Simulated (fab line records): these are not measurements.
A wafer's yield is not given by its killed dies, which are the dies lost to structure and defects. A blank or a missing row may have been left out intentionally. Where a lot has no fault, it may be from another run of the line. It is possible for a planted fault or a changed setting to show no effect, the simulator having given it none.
Comparing a struck lot with a sound one    flow n5_finfet    16 out of 1938 route steps
Sound: wafers L880.2, L880.3, L880.4. Struck: wafers L885.1, L885.3, L885.5. Last of all comes the cause.
For every step that has rows: the tool of each side, followed by ch and its chambers, followed by its first start. Under that, the readings that differ: sound wafers    struck wafers    difference of the means    sigmas: that difference in standard deviations of wafers without a fault.
alike: readings with means less than 2 such deviations apart, plus words and numbers identical on both sides. not compared: withheld readings, readings lacking a value on some wafer, bounds such as >300 that could conceal the same value, and numbers that have no deviation in the record and whose values overlap.
The two part at a step that has a row with sigmas, a row that says differs or no value, or rows on one side only. When numbers do not overlap yet have no deviation, they are printed without sigmas and do not part them. A reading missing from all wafers of one side parts the sides only when that side holds two or more wafers.

N5_BEOL_M4_CD_MEAS_35: target cd 18 nm, target cd y 22.4 nm.
  struck on cd_sem-01, day 11 06:14; sound on cd_sem-03, day 9 17:29
reading     sound           struck          difference  sigmas
cd_nm (nm)  17.9 17.6 17.7  18.7 18.4 18.5  +0.8        +3
N5_BEOL_M4_DEGAS_44: time 60 s.
  struck on pvd_sputter-01, day 11 07:02; sound on pvd_sputter-02, day 9 17:34
  alike: heater_power_w
then, 2 steps without rows for these wafers: N5_BEOL_M4_PRE_CLEAN_45 (time 30 s); N5_BEOL_M4_ALD_84 (deposits TaN, pulse time 2 s, purge time 3 s, co reactant purge time 2 s).
N5_BEOL_M4_SURFACE_TREAT_85:
  struck on pvd_sputter-02, day 11 07:31; sound on pvd_sputter-01, day 9 17:57
  not compared: throttle_valve_pct
then, 4 steps without rows for these wafers: N5_BEOL_M4_CVD_47 (deposits Co from CCTBA/H2, target thk 3 nm, time 223.8 s); N5_BEOL_M4_SPUTTER_48 (material Cu, target thk 4.5 nm, time 8.29 s); N5_BEOL_M4_ANNEAL_49 (time 240 s); N5_BEOL_M4_SPUTTER_79 (material Cu, target thk 4.5 nm, time 8.29 s).
N5_BEOL_M4_ANNEAL_80: time 240 s.
  struck on pvd_sputter-01, day 11 08:05; sound on pvd_sputter-01, day 9 18:29
  alike: heater_power_w
then, 1 step without rows for these wafers: N5_BEOL_M4_SPUTTER_81 (material Cu, target thk 4.5 nm, time 8.29 s).
N5_BEOL_M4_ANNEAL_82: time 240 s.
  struck on pvd_sputter-01, day 11 08:18; sound on pvd_sputter-01, day 9 18:42
  alike: heater_power_w
N5_BEOL_M4_SPUTTER_86: material Cu, target thk 4.5 nm, time 8.29 s.
  struck on pvd_sputter-01, day 11 08:26; sound on pvd_sputter-01, day 9 18:50
  no value came back on the struck wafers for chamber_pressure_pa (Pa), chuck_gas_flow_sccm (sccm), throttle_valve_pct (%), time_s (s); on the sound wafers chamber_pressure_pa (Pa) reads 0.06997 0.07011 0.07004
N5_BEOL_M4_ANNEAL_87: time 240 s.
  struck on pvd_sputter-01, day 11 08:31; sound on pvd_sputter-01, day 9 18:55
  alike: heater_power_w
N5_BEOL_M4_RC_MEAS_101:
  sound on prober-01 ch 0, day 9 21:16; struck on prober-02 ch 0, day 11 10:38
reading        sound           struck          difference  sigmas
DIBL_N (mV/V)  34.3 35.8 35.5  38.9 37.4 37.7  +2.8        +2
  alike: DIBL_P, IOFF_N, IOFF_P, ION_N, ION_P, SS_N, SS_P, VT_N, VT_P
-- here the record skips 4 days between the struck wafers' starts before and after, leaving off in module BEOL_M4 and picking up in module PASSIVATION (first step shown: number 1936 of the route) --
N5_PASSIVATION_PROBE_49:
  struck on prober-01, day 15 15:24; sound on prober-01, day 14 07:24
reading          sound    struck    difference  sigmas
killed_at_M4_up  12 10 3  20 20 16  +10         +2
  alike: defect_limited_yield, killed_at_M0_to_M3, killed_at_contacts, killed_at_front_end, killed_at_other, killed_dies, killed_on_rim, killed_open, killed_short, sort_bin_5_function, sort_bin_6_memory, sort_n_pass, sort_yield_pct

WHERE THEY PART
First at N5_BEOL_M4_CD_MEAS_35; last, within this record, at N5_PASSIVATION_PROBE_49.

WHY: what the simulator had put in
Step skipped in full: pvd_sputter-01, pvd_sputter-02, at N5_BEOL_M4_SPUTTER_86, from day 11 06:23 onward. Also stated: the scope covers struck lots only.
